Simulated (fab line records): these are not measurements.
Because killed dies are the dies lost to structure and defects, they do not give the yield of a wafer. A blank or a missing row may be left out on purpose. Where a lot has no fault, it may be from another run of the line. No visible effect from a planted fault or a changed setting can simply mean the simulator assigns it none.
fab line records | flow nandHarc
record: lots: 24 wafers: 72 lastDay: 33
route steps=1302 shown A_CONTACT@1005
lots that met no fault: taken from a fault-free run of the same line
startH: the number of hours between the record's first day and the start of the first shown wafer of the lot | waitH: hours elapsed since this lot's preceding step | " the same as in the row above | L1.1+2: several wafers, shown together as one row | - no value, or no start was given | * or withheld: withheld | < > ~ a bound
route shown NAME@n: a module of which the file shows steps, and the number in the route of the first | usual: mean and standard deviation over wafers with no fault | same: alike in all rows | chamber/n: place in a boat | sites: the reading at each site | _std_site: how widely they spread, as a standard deviation | _edge_site: outer sites' mean less inner sites' | radiusMm: how far each site lies from the wafer's centre | mask NAME#n: copy n | behind: tool/chamber where the wafer was last shaped | hold: the reason the lot was held/the length of the hold in hours/how it ended | device: names the non-switching transistor (n, p or np) | end of line: at the end of the route, the tests of the same wafers | a step with no rows: only its recipe | killed: not the wafer's yield, but the dies lost to structure and defects at the first sort | map: per-die view of a wafer (x killed, . not killed, _ where there is no die)
set.NAME: the setting as run; set.NAME@STEP: as run at that earlier step | model.NAME: the simulator's own value behind a step, which no gauge read
route steps across a sampled set of lots; one table per step, one row per wafer
services: from which hour (startH, from the record's first day; less than 0 if before it) a tool's chamber was out of use, for how many hours, and why
== steps ==
step: NHARC_A_CONTACT_ETCH_111
recipe: sourceW: withheld pressureMtorr: 20 biasV: withheld timeS: 140 targetDepthA: 7000 arFlowSccm: withheld c4f8FlowSccm: withheld o2FlowSccm: withheld chemistry: C4F8/O2/Ar
columns lot.wafer tool chamber startH waitH rfHoursCounterH
L074.2 harCapEtch-02 0 492.73 - 76
L074.3 " 1 " " -
L074.6 " 1 " " -
L075.4 harCapEtch-02 1 504.89 - -
L075.3 " 0 " " -
L075.6 " 0 " " -
L077.1 harCapEtch-01 1 517.00 - 0
L077.4 " 1 " " -
L077.5 " 1 " " -
L076.1 harCapEtch-03 1 517.71 - 43
L076.5 " 1 " " -
L076.6 " 0 " " -
L079.1 harCapEtch-01 0 543.01 - 5
L079.4 " 1 " " -
L079.6 " 1 " " -
L078.1 harCapEtch-03 0 549.61 - 48
L078.3 " 0 " " -
L078.5 " 1 " " -
L080.2 harCapEtch-02 0 568.77 - 94
L080.1 " 1 " " 94
L080.5 " 1 " " -
L082.1 harCapEtch-01 1 570.60 - 9
L082.3 " 0 " " -
L082.6 " 1 " " -
L081.1 harCapEtch-01 1 583.79 - 11
L081.4 " 1 " " -
L081.6 " 1 " " -
L083.2 harCapEtch-02 0 587.56 - 98
L083.3 " 0 " " -
L083.4 " 1 " " -
L085.4 harCapEtch-03 0 587.92 - -
L085.3 " 1 " " -
L085.5 " 0 " " -
L084.1 harCapEtch-03 0 595.82 - 57
L084.2 " 1 " " 57
L084.6 " 0 " " -
L086.4 harCapEtch-03 0 603.90 - -
L086.5 " 1 " " -
L086.6 " 0 " " -
L087.1 harCapEtch-01 1 613.77 - 20
L087.6 " 0 " " -
L087.5 " 1 " " -
L088.1 harCapEtch-03 0 628.42 - 64
L088.4 " 1 " " -
L088.6 " 0 " " -
L089.2 harCapEtch-01 1 629.31 - 23
L089.6 " 1 " " -
L089.5 " 0 " " -
L090.1 harCapEtch-03 1 650.81 - 69
L090.4 " 0 " " -
L090.5 " 1 " " -
L091.1 harCapEtch-03 0 664.14 - 71
L091.4 " 1 " " -
L091.3 " 0 " " -
L093.2 harCapEtch-03 0 676.17 - 73
L093.4 " 1 " " -
L093.6 " 0 " " -
L092.2 harCapEtch-01 0 678.84 - 30
L092.3 " 1 " " -
L092.4 " 0 " " -
L094.1 harCapEtch-03 1 687.40 - 75
L094.4 " 1 " " -
L094.6 " 1 " " -
L097.1 harCapEtch-02 1 704.93 - 120
L097.2 " 0 " " 120
L097.3 " 0 " " -
L096.1 harCapEtch-03 1 706.80 - 79
L096.3 " 1 " " -
L096.6 " 0 " " -
L095.2 harCapEtch-02 0 708.87 - 123
L095.5 " 1 " " -
L095.6 " 0 " " -
step: NHARC_A_CONTACT_ETCH_120
recipe: sourceW: withheld pressureMtorr: 20 biasV: 3000 timeS: 190 targetDepthA: 18500 arFlowSccm: withheld c4f8FlowSccm: withheld o2FlowSccm: withheld chemistry: C4F8/O2/Ar
columns lot.wafer tool chamber startH waitH rfHoursCounterH
L074.2 harCapEtch-02 0 494.29 0.1 78
L074.3 " 1 " " -
L074.6 " 1 " " -
L075.4 harCapEtch-02 1 506.45 0.1 -
L075.3 " 0 " " -
L075.6 " 0 " " -
L077.1 harCapEtch-01 1 518.56 0.1 1
L077.4 " 1 " " -
L077.5 " 1 " " -
L076.1 harCapEtch-03 1 519.79 0.2 44
L076.5 " 1 " " -
L076.6 " 0 " " -
L079.1 harCapEtch-01 0 545.10 0.2 6
L079.4 " 1 " " -
L079.6 " 1 " " -
L078.1 harCapEtch-03 0 551.17 0.1 50
L078.3 " 0 " " -
L078.5 " 1 " " -
L080.2 harCapEtch-02 0 570.33 0.1 95
L080.1 " 1 " " 95
L080.5 " 1 " " -
L082.1 harCapEtch-01 1 572.16 0.1 10
L082.3 " 0 " " -
L082.6 " 1 " " -
L081.1 harCapEtch-01 1 585.34 0.1 13
L081.4 " 1 " " -
L081.6 " 1 " " -
L083.2 harCapEtch-02 0 589.14 0.1 99
L083.3 " 0 " " -
L083.4 " 1 " " -
L085.4 harCapEtch-03 0 589.48 0.1 -
L085.3 " 1 " " -
L085.5 " 0 " " -
L084.1 harCapEtch-03 0 597.39 0.1 59
L084.2 " 1 " " 59
L084.6 " 0 " " -
L086.4 harCapEtch-03 0 605.46 0.1 -
L086.5 " 1 " " -
L086.6 " 0 " " -
L087.1 harCapEtch-01 1 615.33 0.1 21
L087.6 " 0 " " -
L087.5 " 1 " " -
L088.1 harCapEtch-03 0 629.98 0.1 66
L088.4 " 1 " " -
L088.6 " 0 " " -
L089.2 harCapEtch-01 1 630.88 0.1 25
L089.6 " 1 " " -
L089.5 " 0 " " -
L090.1 harCapEtch-03 1 652.38 0.1 70
L090.4 " 0 " " -
L090.5 " 1 " " -
L091.1 harCapEtch-03 0 665.70 0.1 72
L091.4 " 1 " " -
L091.3 " 0 " " -
L093.2 harCapEtch-03 0 677.92 0.2 75
L093.4 " 1 " " -
L093.6 " 0 " " -
L092.2 harCapEtch-01 0 680.40 0.1 32
L092.3 " 1 " " -
L092.4 " 0 " " -
L094.1 harCapEtch-03 1 688.95 0.1 77
L094.4 " 1 " " -
L094.6 " 1 " " -
L097.1 harCapEtch-02 1 706.50 0.1 122
L097.2 " 0 " " 122
L097.3 " 0 " " -
L096.1 harCapEtch-03 1 708.35 0.1 81
L096.3 " 1 " " -
L096.6 " 0 " " -
L095.2 harCapEtch-02 0 710.44 0.1 124
L095.5 " 1 " " -
L095.6 " 0 " " -
step: NHARC_A_CONTACT_ETCH_123
recipe: sourceW: withheld pressureMtorr: 20 biasV: 400 timeS: 490 targetDepthA: 21100 arFlowSccm: withheld c4f8FlowSccm: 11.5 o2FlowSccm: 7.2 chemistry: C4F8/O2/Ar
columns lot.wafer tool chamber startH waitH rfHoursCounterH
L074.2 harCapEtch-02 0 494.80 0.1 78
L074.3 " 1 " " -
L074.6 " 1 " " -
L075.4 harCapEtch-02 1 507.08 0.3 -
L075.3 " 0 " " -
L075.6 " 0 " " -
L077.1 harCapEtch-01 1 519.13 0.2 2
L077.4 " 1 " " -
L077.5 " 1 " " -
L076.1 harCapEtch-03 1 520.48 0.2 45
L076.5 " 1 " " -
L076.6 " 0 " " -
L079.1 harCapEtch-01 0 545.87 0.3 7
L079.4 " 1 " " -
L079.6 " 1 " " -
L078.1 harCapEtch-03 0 551.74 0.2 50
L078.3 " 0 " " -
L078.5 " 1 " " -
L080.2 harCapEtch-02 0 570.84 0.1 96
L080.1 " 1 " " 96
L080.5 " 1 " " -
L082.1 harCapEtch-01 1 572.73 0.2 11
L082.3 " 0 " " -
L082.6 " 1 " " -
L081.1 harCapEtch-01 1 585.91 0.2 13
L081.4 " 1 " " -
L081.6 " 1 " " -
L083.2 harCapEtch-02 0 589.65 0.1 100
L083.3 " 0 " " -
L083.4 " 1 " " -
L085.4 harCapEtch-03 0 590.11 0.3 -
L085.3 " 1 " " -
L085.5 " 0 " " -
L084.1 harCapEtch-03 0 597.91 0.1 59
L084.2 " 1 " " 59
L084.6 " 0 " " -
L086.4 harCapEtch-03 0 606.15 0.3 -
L086.5 " 1 " " -
L086.6 " 0 " " -
L087.1 harCapEtch-01 1 615.91 0.2 22
L087.6 " 0 " " -
L087.5 " 1 " " -
L088.1 harCapEtch-03 0 630.56 0.2 66
L088.4 " 1 " " -
L088.6 " 0 " " -
L089.2 harCapEtch-01 1 631.39 0.1 25
L089.6 " 1 " " -
L089.5 " 0 " " -
L090.1 harCapEtch-03 1 652.89 0.1 70
L090.4 " 0 " " -
L090.5 " 1 " " -
L091.1 harCapEtch-03 0 666.27 0.2 73
L091.4 " 1 " " -
L091.3 " 0 " " -
L093.2 harCapEtch-03 0 678.68 0.3 75
L093.4 " 1 " " -
L093.6 " 0 " " -
L092.2 harCapEtch-01 0 680.97 0.2 32
L092.3 " 1 " " -
L092.4 " 0 " " -
L094.1 harCapEtch-03 1 689.52 0.2 77
L094.4 " 1 " " -
L094.6 " 1 " " -
L097.1 harCapEtch-02 1 707.01 0.1 122
L097.2 " 0 " " 122
L097.3 " 0 " " -
L096.1 harCapEtch-03 1 708.92 0.2 81
L096.3 " 1 " " -
L096.6 " 0 " " -
L095.2 harCapEtch-02 0 711.01 0.2 125
L095.5 " 1 " " -
L095.6 " 0 " " -
step: NHARC_A_CONTACT_ETCH_96
recipe: targetDepthA: 200 overEtchFrac: 0.5 timeS: 10 ionEnergyEv: 250 c4f6FlowSccm: 25 o2FlowSccm: 20 arFlowSccm: 500 rfW: 600 biasW: 500 chemistry: C4F6/O2
usual: c4f6FlowSccm: 25.00/0.071 drypumpMotorCurrentA: 5.8/0.31 oesProductAu: 0.971/0.026 rfVppV: 549/3.7 showerheadPlenumPTorr: 4.01/0.17 throttleValvePct: 26.904/0.0088
columns lot.wafer tool chamber startH waitH c4f6FlowSccm drypumpMotorCurrentA oesProductAu rfHoursCounterH rfVppV showerheadPlenumPTorr throttleValvePct
L074.2 rieDiel-13 0 495.94 0.1 24.96 5.5 0.949 50 547 4.01 26.909
L074.3 " 2 " " 25.02 6.1 0.929 50 546 3.88 26.888
L074.6 " 2 " " 25.03 6.1 0.933 - 545 3.88 26.905
L075.3 rieDiel-11 0 - - 25.06 6.0 1.010 10 556 4.20 26.899
L075.4 " 3 " " 25.00 5.9 0.993 7 547 3.93 26.902
L075.6 " 1 " " 24.90 5.7 0.997 - 553 4.22 26.901
L077.1 rieDiel-02 0 520.31 0.2 24.97 6.4 0.972 46 548 4.04 26.912
L077.5 " 2 " " 25.06 5.3 0.971 - 546 3.84 26.904
L077.4 " 0 " " 24.93 6.4 0.976 - 550 4.04 26.920
L076.1 rieDiel-11 2 - - 24.86 5.7 0.923 14 544 3.74 26.889
L076.5 " 0 " " 24.94 6.0 0.943 - 553 4.20 26.906
L076.6 " 1 " " 25.02 5.7 0.943 - 552 4.22 26.913
L079.1 rieDiel-11 2 - - 24.92 5.7 0.978 17 544 3.74 26.899
L079.4 " 0 " " 25.00 6.0 1.009 17 553 4.20 26.901
L079.6 " 2 " " 24.89 5.7 0.983 - 543 3.74 26.916
L078.3 rieDiel-11 3 - - 25.05 5.9 0.995 15 547 3.92 26.915
L078.1 " 2 " " 25.14 5.7 0.989 17 544 3.74 26.890
L078.5 " 3 " " 25.03 5.9 1.001 - 547 3.92 26.904
L080.1 rieDiel-13 3 - - 24.95 5.3 1.006 20 548 3.95 26.894
L080.2 " 2 " " 25.03 6.1 1.004 18 545 3.86 26.893
L080.5 " 3 " " 24.99 5.2 1.015 - 548 3.95 26.894
L082.1 rieDiel-11 1 - - 24.93 5.7 0.997 19 552 4.22 26.900
L082.3 " 3 " " 25.05 5.9 0.998 17 547 3.92 26.920
L082.6 " 1 " " 24.85 5.7 0.976 - 553 4.21 26.909
L081.4 rieDiel-02 0 - - 25.10 6.4 0.997 2 548 4.03 26.917
L081.1 " 3 " " 24.94 5.1 0.998 2 546 3.88 26.899
L081.6 " 1 " " 25.05 5.7 0.987 - 551 4.18 26.899
L083.2 rieDiel-13 1 - - 24.89 6.1 1.003 19 552 4.18 26.905
L083.4 " 2 " " 25.09 6.0 0.993 25 545 3.86 26.908
L083.3 " 3 " " 24.98 5.2 1.004 27 547 3.94 26.907
L085.3 rieDiel-11 3 591.07 0.1 24.98 5.9 0.989 23 547 3.92 26.906
L085.4 " 3 " " 25.01 5.9 1.000 - 545 3.92 26.911
L085.5 " 1 " " 25.19 5.7 0.972 - 552 4.21 26.922
L084.1 rieDiel-11 1 - - 24.85 5.7 0.953 26 553 4.21 26.896
L084.2 " 2 " " 24.91 5.7 0.932 26 543 3.73 26.901
L084.6 " 3 " " 24.92 5.9 0.957 - 547 3.92 26.897
L086.4 rieDiel-13 0 - - 25.01 5.5 1.010 25 547 3.99 26.901
L086.6 " 3 " " 24.95 5.2 0.960 - 547 3.94 26.911
L086.5 " 0 " " 25.00 5.5 1.006 - 548 3.99 26.894
L087.1 rieDiel-02 0 616.98 0.1 25.02 6.4 0.995 12 549 4.02 26.902
L087.6 " 1 " " 25.12 5.7 0.987 - 554 4.18 26.900
L087.5 " 3 " " 25.09 5.1 0.972 - 546 3.87 26.897
L088.4 rieDiel-11 1 - - 25.08 5.7 0.986 2 553 4.21 26.902
L088.1 " 3 " " 24.94 5.9 1.008 3 546 3.91 26.919
L088.6 " 1 " " 24.99 5.7 0.990 - 553 4.21 26.907
L089.2 rieDiel-13 1 - - 24.93 6.1 0.949 33 555 4.17 26.885
L089.5 " 2 " " 24.89 6.0 0.962 - 545 3.85 26.902
L089.6 " 3 " " 24.95 5.2 0.946 - 548 3.93 26.915
L090.1 rieDiel-11 3 - - 24.99 5.9 0.948 6 546 3.91 26.896
L090.4 " 0 " " 25.07 6.0 0.941 6 552 4.19 26.908
L090.5 " 1 " " 24.91 5.7 0.939 - 552 4.20 26.910
L091.3 rieDiel-13 0 - - 25.02 5.5 0.953 43 549 3.98 26.902
L091.1 " 1 " " 24.91 6.1 0.949 45 551 4.16 26.897
L091.4 " 3 " " 24.98 5.2 0.964 51 547 3.93 26.896
L093.2 rieDiel-11 2 - - 24.97 5.7 0.937 11 542 3.72 26.908
L093.4 " 3 " " 25.05 6.0 0.953 11 547 3.91 26.906
L093.6 " 1 " " 24.95 5.7 0.934 - 551 4.20 26.904
L092.4 rieDiel-11 1 - - 25.02 5.7 0.941 11 552 4.20 26.897
L092.3 " 3 " " 24.98 5.9 0.947 11 548 3.91 26.898
L092.2 " 0 " " 25.00 6.0 0.950 11 552 4.19 26.904
L094.1 rieDiel-13 2 - - 24.95 6.0 0.962 58 546 3.84 26.903
L094.4 " 3 " " 24.94 5.2 0.948 57 546 3.92 26.883
L094.6 " 0 " " 24.99 5.5 0.947 - 549 3.97 26.899
L097.3 rieDiel-02 0 - - 25.04 6.4 0.947 32 549 4.01 26.907
L097.1 " 1 " " 25.02 5.7 0.939 43 552 4.15 26.911
L097.2 " 2 " " 24.99 5.3 0.927 32 544 3.81 26.916
L096.1 rieDiel-11 1 - - 25.00 5.7 0.980 16 552 4.20 26.907
L096.3 " 0 " " 25.10 6.1 0.999 16 552 4.18 26.903
L096.6 " 2 " " 25.03 5.7 0.999 - 543 3.72 26.902
L095.2 rieDiel-11 2 - - 25.04 5.7 0.967 17 542 3.72 26.902
L095.5 " 1 " " 25.03 5.7 0.955 - 551 4.20 26.895
L095.6 " 2 " " 25.14 5.7 0.964 - 542 3.72 26.925
step: NHARC_A_CONTACT_STRIP_55
recipe: o2FlowSccm: 500 arFlowSccm: 0 biasW: 0 chemistry: O2
usual: drypumpMotorCurrentA: 5.79/0.27 oesProductAu: 0.994/0.012 rfVppV: 58.1/0.86 showerheadPlenumPTorr: 3.60/0.17 throttleValvePct: 17.036/0.0098
columns lot.wafer tool chamber startH waitH drypumpMotorCurrentA oesProductAu rfHoursCounterH rfVppV showerheadPlenumPTorr throttleValvePct
L074.2 rieDiel-13 1 - - 6.11 0.999 54 59.6 3.78 17.043
L074.3 " 0 " " 5.47 1.007 51 56.6 3.61 17.040
L074.6 " 2 " " 6.06 0.988 - 57.4 3.49 17.040
L075.3 rieDiel-13 1 - - 6.08 0.994 59 57.9 3.77 17.023
L075.4 " 0 " " 5.51 1.004 57 57.6 3.60 17.044
L075.6 " 2 " " 6.06 1.004 - 58.6 3.48 17.038
L077.1 rieDiel-02 0 - - 6.40 0.995 47 58.1 3.64 17.024
L077.5 " 2 " " 5.31 1.003 - 58.1 3.45 17.050
L077.4 " 0 " " 6.40 0.989 - 58.7 3.64 17.030
L076.1 rieDiel-11 0 - - 6.03 1.002 15 59.0 3.78 17.037
L076.6 " 1 " " 5.70 0.985 - 57.7 3.80 17.017
L076.5 " 2 " " 5.68 0.975 - 57.0 3.36 17.026
L079.1 rieDiel-11 2 - - 5.68 0.963 17 57.1 3.36 17.024
L079.4 " 0 " " 6.02 0.995 17 58.9 3.78 17.037
L079.6 " 2 " " 5.73 0.965 - 57.2 3.36 17.035
L078.1 rieDiel-11 2 - - 5.67 0.977 17 56.5 3.36 17.043
L078.3 " 1 " " 5.72 0.980 17 58.2 3.80 17.045
L078.5 " 3 " " 5.92 0.991 - 58.2 3.53 17.037
L080.2 rieDiel-11 1 - - 5.70 0.995 19 56.6 3.80 17.029
L080.1 " 2 " " 5.65 0.984 20 57.5 3.36 17.035
L080.5 " 3 " " 5.92 0.996 - 56.8 3.53 17.028
L082.1 rieDiel-11 3 - - 5.93 0.996 18 57.8 3.52 17.050
L082.3 " 1 " " 5.71 0.973 20 59.5 3.80 17.032
L082.6 " 0 " " 6.04 0.993 - 57.6 3.78 17.035
L081.4 rieDiel-02 2 - - 5.29 0.993 2 59.2 3.44 17.047
L081.1 " 3 " " 5.14 0.994 2 57.6 3.48 17.047
L081.6 " 1 " " 5.69 0.990 - 58.2 3.77 17.031
L083.4 rieDiel-02 2 - - 5.29 0.984 3 57.8 3.44 17.039
L083.3 " 3 " " 5.11 0.994 3 57.2 3.48 17.032
L083.2 " 0 " " 6.39 0.996 3 57.5 3.62 17.030
L085.3 rieDiel-11 1 - - 5.72 0.984 24 59.7 3.79 17.034
L085.4 " 3 " " 5.97 0.997 - 57.1 3.52 17.036
L085.5 " 1 " " 5.71 0.990 - 59.7 3.79 17.027
L084.2 rieDiel-11 3 - - 5.91 0.996 25 59.1 3.52 17.036
L084.1 " 2 " " 5.71 0.984 26 57.7 3.35 17.057
L084.6 " 0 " " 5.97 0.987 - 58.8 3.78 17.025
L086.4 rieDiel-11 2 - - 5.68 0.981 29 57.8 3.35 17.034
L086.6 " 3 " " 5.94 0.994 - 56.6 3.52 17.027
L086.5 " 0 " " 6.02 0.994 - 57.6 3.78 17.026
L087.1 rieDiel-11 3 - - 5.92 1.011 0 57.8 3.52 17.023
L087.6 " 2 " " 5.70 0.998 - 58.9 3.35 17.038
L087.5 " 3 " " 5.91 1.004 - 58.8 3.52 17.037
L088.1 rieDiel-11 3 - - 5.98 1.014 3 56.8 3.52 17.045
L088.4 " 1 " " 5.71 0.986 2 57.7 3.79 17.048
L088.6 " 3 " " 5.97 1.015 - 59.3 3.52 17.036
L089.2 rieDiel-11 1 - - 5.71 0.975 2 58.8 3.79 17.036
L089.5 " 1 " " 5.71 0.993 - 58.5 3.79 17.036
L089.6 " 2 " " 5.68 0.991 - 57.7 3.35 17.020
L090.1 rieDiel-11 2 - - 5.67 0.990 6 57.3 3.35 17.037
L090.4 " 0 " " 6.02 0.994 6 59.8 3.77 17.039
L090.5 " 2 " " 5.70 0.988 - 56.8 3.35 17.042
L091.1 rieDiel-13 0 - - 5.49 1.005 44 57.4 3.58 17.036
L091.3 " 1 " " 6.09 1.007 45 60.1 3.75 17.032
L091.4 " 3 " " 5.20 1.012 51 57.6 3.53 17.063
L093.2 rieDiel-11 0 - - 6.01 1.027 10 58.7 3.77 17.060
L093.4 " 1 " " 5.73 0.992 11 58.6 3.79 17.026
L093.6 " 0 " " 6.02 1.013 - 58.3 3.77 17.019
L092.4 rieDiel-11 0 - - 6.01 1.014 11 59.0 3.77 17.029
L092.3 " 1 " " 5.72 0.991 11 58.4 3.78 17.025
L092.2 " 2 " " 5.66 1.006 11 57.3 3.34 17.037
L094.1 rieDiel-11 3 - - 5.94 1.003 13 60.0 3.51 17.039
L094.4 " 2 " " 5.72 0.996 13 56.2 3.34 17.023
L094.6 " 3 " " 5.91 1.011 - 57.2 3.51 17.037
L097.3 rieDiel-02 1 - - 5.69 0.991 43 58.7 3.74 17.035
L097.2 " 3 " " 5.12 0.996 40 57.4 3.46 17.034
L097.1 " 0 " " 6.42 1.000 32 57.8 3.61 17.039
L096.3 rieDiel-11 1 - - 5.72 0.972 16 57.0 3.78 17.043
L096.1 " 3 " " 5.94 1.007 17 57.6 3.51 17.026
L096.6 " 1 " " 5.71 0.964 - 57.1 3.78 17.046
L095.2 rieDiel-13 2 - - 6.06 1.004 2 57.0 3.45 17.043
L095.6 " 0 " " 5.48 0.992 - 57.2 3.57 17.043
L095.5 " 1 " " 6.06 1.003 - 57.6 3.74 17.035
step: NHARC_A_CONTACT_ETCH_77
recipe: targetDepthA: 1089 timeS: 54.5 cf4FlowSccm: 100 chf3FlowSccm: 30 arFlowSccm: 0 rfW: 500 biasW: 200 chemistry: CF4/CHF3
usual: drypumpMotorCurrentA: 5.7/0.34 oesProductAu: 0.928/0.02 rfVppV: 371.7/2.6 showerheadPlenumPTorr: 1.61/0.073 throttleValvePct: 16.803/0.0087
columns lot.wafer tool chamber startH waitH drypumpMotorCurrentA oesProductAu rfHoursCounterH rfVppV showerheadPlenumPTorr throttleValvePct
L074.2 rieDiel-13 2 - - 6.0 0.922 53 370.4 1.55 16.819
L074.3 " 0 " " 5.5 0.925 53 371.2 1.61 16.787
L074.6 " 2 " " 6.0 0.915 - 370.5 1.55 16.805
L075.4 rieDiel-11 0 - - 5.9 0.927 14 376.1 1.69 16.813
L075.3 " 1 " " 5.7 0.914 13 376.0 1.70 16.815
L075.6 " 1 " " 5.7 0.921 - 375.2 1.70 16.788
L077.1 rieDiel-11 2 - - 5.7 0.963 15 367.2 1.50 16.801
L077.4 " 3 " " 5.9 0.951 13 371.1 1.57 16.824
L077.5 " 3 " " 5.9 0.959 - 370.0 1.57 16.794
L076.1 rieDiel-13 0 - - 5.5 0.966 0 371.7 1.61 16.804
L076.5 " 0 " " 5.5 0.967 - 370.6 1.61 16.792
L076.6 " 1 " " 6.1 0.954 - 374.6 1.68 16.806
L079.1 rieDiel-02 1 - - 5.7 0.904 65 373.9 1.68 16.808
L079.6 " 3 " " 5.1 0.923 - 372.1 1.56 16.811
L079.4 " 0 " " 6.4 0.910 - 372.0 1.62 16.814
L078.3 rieDiel-02 2 - - 5.3 0.920 61 368.9 1.53 16.798
L078.1 " 1 " " 5.7 0.904 67 374.5 1.68 16.798
L078.5 " 3 " " 5.1 0.936 - 369.7 1.56 16.806
L080.1 rieDiel-11 3 - - 5.9 0.921 18 370.1 1.57 16.798
L080.2 " 0 " " 6.0 0.923 20 375.1 1.69 16.816
L080.5 " 1 " " 5.7 0.907 - 374.7 1.69 16.790
L082.1 rieDiel-11 0 - - 6.0 0.918 21 374.1 1.69 16.791
L082.3 " 1 " " 5.7 0.909 21 375.4 1.69 16.817
L082.6 " 0 " " 6.0 0.922 - 375.3 1.69 16.806
L081.4 rieDiel-02 2 - - 5.3 0.913 4 369.1 1.53 16.799
L081.1 " 3 " " 5.1 0.929 4 369.5 1.55 16.816
L081.6 " 0 " " 6.4 0.921 - 371.3 1.62 16.803
L083.2 rieDiel-11 3 - - 5.9 0.935 24 370.2 1.57 16.792
L083.3 " 1 " " 5.7 0.910 25 374.8 1.69 16.800
L083.4 " 2 " " 5.7 0.903 25 368.7 1.49 16.812
L085.4 rieDiel-02 3 - - 5.1 0.961 6 368.2 1.55 16.796
L085.3 " 1 " " 5.7 0.970 7 374.4 1.68 16.793
L085.5 " 3 " " 5.1 0.956 - 370.6 1.55 16.795
L084.1 rieDiel-11 1 - - 5.7 0.908 28 374.1 1.69 16.795
L084.2 " 3 " " 5.9 0.917 27 369.7 1.57 16.816
L084.6 " 2 " " 5.7 0.912 - 367.5 1.49 16.809
L086.5 rieDiel-02 1 - - 5.7 0.948 - 374.6 1.68 16.808
L086.6 " 3 " " 5.1 0.951 - 369.2 1.55 16.804
L086.4 " 0 " " 6.4 0.956 - 371.9 1.61 16.816
L087.1 rieDiel-11 0 - - 6.0 0.932 1 372.9 1.69 16.816
L087.6 " 3 " " 5.9 0.930 - 370.4 1.57 16.800
L087.5 " 0 " " 6.0 0.928 - 374.2 1.69 16.799
L088.1 rieDiel-11 1 - - 5.7 0.914 2 374.7 1.69 16.814
L088.4 " 2 " " 5.7 0.918 3 369.4 1.49 16.805
L088.6 " 0 " " 6.0 0.932 - 373.8 1.68 16.807
L089.2 rieDiel-02 2 - - 5.3 0.922 11 368.2 1.53 16.802
L089.5 " 3 " " 5.1 0.924 - 371.4 1.55 16.802
L089.6 " 1 " " 5.7 0.929 - 375.6 1.68 16.810
L090.1 rieDiel-11 1 - - 5.7 0.923 6 374.5 1.69 16.801
L090.4 " 2 " " 5.7 0.911 7 367.8 1.49 16.796
L090.5 " 1 " " 5.7 0.905 - 375.6 1.69 16.804
L091.1 rieDiel-02 3 - - 5.1 0.965 29 369.3 1.55 16.810
L091.3 " 1 " " 5.6 0.966 31 374.3 1.67 16.803
L091.4 " 2 " " 5.3 0.949 - 368.8 1.53 16.793
L093.2 rieDiel-11 1 - - 5.7 0.918 12 374.6 1.69 16.780
L093.4 " 2 " " 5.7 0.922 13 367.9 1.49 16.814
L093.6 " 0 " " 6.0 0.918 - 374.6 1.68 16.787
L092.4 rieDiel-02 0 - - 6.4 0.925 26 370.5 1.61 16.795
L092.2 " 1 " " 5.7 0.911 35 374.1 1.67 16.823
L092.3 " 2 " " 5.3 0.938 24 369.4 1.53 16.804
L094.1 rieDiel-11 0 - - 6.0 0.917 12 373.6 1.68 16.808
L094.4 " 2 " " 5.7 0.924 14 369.4 1.49 16.801
L094.6 " 0 " " 6.0 0.917 - 373.8 1.68 16.799
L097.3 rieDiel-11 2 - - 5.7 0.932 17 367.3 1.49 16.806
L097.1 " 0 " " 5.9 0.926 16 374.7 1.68 16.817
L097.2 " 1 " " 5.7 0.903 17 375.4 1.69 16.805
L096.1 rieDiel-11 1 - - 5.7 0.901 17 374.1 1.69 16.808
L096.3 " 0 " " 6.0 0.906 17 375.0 1.68 16.785
L096.6 " 1 " " 5.7 0.897 - 374.2 1.69 16.796
L095.2 rieDiel-02 3 - - 5.1 0.915 44 368.9 1.54 16.799
L095.5 " 2 " " 5.3 0.911 - 369.0 1.52 16.787
L095.6 " 3 " " 5.1 0.914 - 369.0 1.54 16.800
== services ==
columns tool chamber startH hours kind
rieDiel-11 3 480.61 4.0 repair
rieDiel-02 2 484.70 7.0 repair
rieDiel-11 0 490.50 - clean
rieDiel-11 1 490.50 - clean
rieDiel-11 2 490.50 - clean
rieDiel-11 3 490.50 - clean
rieDiel-13 3 494.61 6.4 repair
harCapEtch-01 - 497.06 17.0 pm
rieDiel-02 - 500.91 1.5 repair
rieDiel-02 3 511.44 34.3 repair
rieDiel-11 0 515.14 - clean
rieDiel-11 1 515.14 - clean
rieDiel-13 - 519.67 9.0 pm
rieDiel-13 1 543.97 16.4 repair
rieDiel-13 0 554.60 2.5 repair
rieDiel-02 - 571.62 9.0 pm
rieDiel-11 0 588.21 5.9 repair
rieDiel-02 2 608.45 27.5 repair
rieDiel-11 - 609.50 9.0 pm
rieDiel-02 0 634.95 11.6 repair
rieDiel-02 3 663.79 7.2 repair
rieDiel-02 0 668.40 11.0 repair
harCapEtch-02 - 677.23 2.9 repair
rieDiel-13 - 696.67 9.0 pm
== key ==
fault none
